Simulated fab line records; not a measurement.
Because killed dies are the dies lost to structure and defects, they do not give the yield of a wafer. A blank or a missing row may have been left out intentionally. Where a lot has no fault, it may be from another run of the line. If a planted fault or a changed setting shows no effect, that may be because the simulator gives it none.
Chamber matching	flow n5Finfet	rieDiel-05 running N5_BEOL_M8_DESCUM_33: 4 sister chambers
The step chemistry O2, time 7 s. 4 wafers are shown with their chamber, then 7 later ones without.

## WAFERS PAIRED WITH THEIR CHAMBERS
wafer	chamber	throttleValvePct (%)
L084.1	1	20.21
L084.2	2	20.25
L086.1	0	20.73
L086.2	3	20.13

## WAFERS WITHOUT THEIR CHAMBER
wafer	throttleValvePct (%)
L086.4	20.20
L092.1	20.22
L092.2	20.25
L092.5	20.21
L096.3	20.28
L096.5	20.24
L096.6	20.75

## CHAMBER TAKEN BY EACH
wafer	from the rows above	in truth
L086.4	1	1
L092.1	can't be placed: 1 or 2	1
L092.2	2	2
L092.5	1	1
L096.3	2	2
L096.5	can't be placed: 2 or 1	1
L096.6	0	0
Correct placement for 5 of the 7. From these rows, 2 cannot be placed; in 2 the true chamber is one of the candidates. 0 placed wrongly.
How it was worked out, from the rows above alone: a wafer's distance from a chamber is the root of the sum, over the readings, of the square of ((its reading less the chamber's mean) divided by the reading's scatter). The wafer belongs to the nearest chamber; if the next one is less than 2 further off, it can't be placed. A chamber's mean is the mean of its shown wafers. The scatter (one wafer shown for each chamber): square how far every hidden wafer sits from the nearest shown wafer, average those squares and take the square root.
